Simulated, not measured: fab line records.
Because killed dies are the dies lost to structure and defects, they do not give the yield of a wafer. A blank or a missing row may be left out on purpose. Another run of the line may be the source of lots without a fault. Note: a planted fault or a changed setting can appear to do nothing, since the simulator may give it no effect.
Matching of chambers / flow n5-finfet / pecvd-03 running N5_FIN_SAQP_PECVD_47: 3 sister chambers
The step deposits a-Si from SiH4/He, target thk 45 nm, time 36.3 s. 14 wafers are shown with their chamber, then 7 later ones without.

## WAFERS WITH THEIR CHAMBER
wafer=L077.2; chamber=2; throttle-valve-pct (%)=16.3; rf-fwd-power-W (W)=99.1; heater-power-w (W)=845
wafer=L077.3; chamber=1; throttle-valve-pct (%)=17.6; rf-fwd-power-W (W)=99.0; heater-power-w (W)=927
wafer=L077.6; chamber=1; throttle-valve-pct (%)=17.8; rf-fwd-power-W (W)=98.3; heater-power-w (W)=914
wafer=L081.2; chamber=2; throttle-valve-pct (%)=16.8; rf-fwd-power-W (W)=99.1; heater-power-w (W)=803
wafer=L081.3; chamber=1; throttle-valve-pct (%)=17.7; rf-fwd-power-W (W)=98.8; heater-power-w (W)=939
wafer=L081.4; chamber=2; throttle-valve-pct (%)=16.4; rf-fwd-power-W (W)=99.5; heater-power-w (W)=827
wafer=L082.1; chamber=1; throttle-valve-pct (%)=17.6; rf-fwd-power-W (W)=98.7; heater-power-w (W)=924
wafer=L082.2; chamber=0; throttle-valve-pct (%)=17.1; rf-fwd-power-W (W)=98.8; heater-power-w (W)=852
wafer=L082.4; chamber=0; throttle-valve-pct (%)=17.5; rf-fwd-power-W (W)=98.4; heater-power-w (W)=833
wafer=L091.1; chamber=2; throttle-valve-pct (%)=16.5; rf-fwd-power-W (W)=99.8; heater-power-w (W)=839
wafer=L091.3; chamber=1; throttle-valve-pct (%)=17.6; rf-fwd-power-W (W)=98.7; heater-power-w (W)=950
wafer=L091.5; chamber=0; throttle-valve-pct (%)=17.4; rf-fwd-power-W (W)=98.4; heater-power-w (W)=745
wafer=L094.1; chamber=1; throttle-valve-pct (%)=17.7; rf-fwd-power-W (W)=98.6; heater-power-w (W)=835
wafer=L094.5; chamber=1; throttle-valve-pct (%)=17.3; rf-fwd-power-W (W)=98.6; heater-power-w (W)=842

SIGNATURES (means of the wafers above)
reading=throttle-valve-pct; chamber 0=17.333; chamber 1=17.614; chamber 2=16.500; scatter within a chamber=0.185
reading=rf-fwd-power-W; chamber 0=98.533; chamber 1=98.671; chamber 2=99.375; scatter within a chamber=0.257
reading=heater-power-w; chamber 0=810.00; chamber 1=904.43; chamber 2=828.50; scatter within a chamber=43.2
Rule: a wafer lies at a distance from a chamber equal to the root of the sum of squares, over the readings, of (its reading less the chamber's mean, divided by the reading's scatter). If the next closest chamber is less than 2 further off than the closest, the wafer can't be placed; otherwise it belongs to the closest. The scatter is the square root of a quotient: the sum, over the shown wafers, of each reading's squared deviation from its chamber's mean, divided by wafers minus chambers.

## WAFERS WITHOUT THEIR CHAMBER
wafer=L094.6; throttle-valve-pct (%)=16.6; rf-fwd-power-W (W)=99.4; heater-power-w (W)=900
wafer=L095.2; throttle-valve-pct (%)=17.4; rf-fwd-power-W (W)=98.9; heater-power-w (W)=881
wafer=L095.3; throttle-valve-pct (%)=17.7; rf-fwd-power-W (W)=98.5; heater-power-w (W)=877
wafer=L095.5; throttle-valve-pct (%)=17.6; rf-fwd-power-W (W)=99.0; heater-power-w (W)=869
wafer=L096.1; throttle-valve-pct (%)=16.6; rf-fwd-power-W (W)=99.5; heater-power-w (W)=858
wafer=L096.2; throttle-valve-pct (%)=17.4; rf-fwd-power-W (W)=98.5; heater-power-w (W)=874
wafer=L096.5; throttle-valve-pct (%)=17.8; rf-fwd-power-W (W)=98.4; heater-power-w (W)=819

## CHAMBER TAKEN BY EACH
wafer=L094.6; from the rows above=2; in truth=2
wafer=L095.2; from the rows above=can't be placed: 1 or 0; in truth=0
wafer=L095.3; from the rows above=can't be placed: 1 or 0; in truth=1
wafer=L095.5; from the rows above=can't be placed: 1 or 0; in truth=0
wafer=L096.1; from the rows above=2; in truth=2
wafer=L096.2; from the rows above=can't be placed: 1 or 0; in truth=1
wafer=L096.5; from the rows above=can't be placed: 1 or 0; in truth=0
Placed correctly: 2 of 7. These rows do not allow placing 5 (true chamber among the candidates in 5). Number placed wrongly: 0.
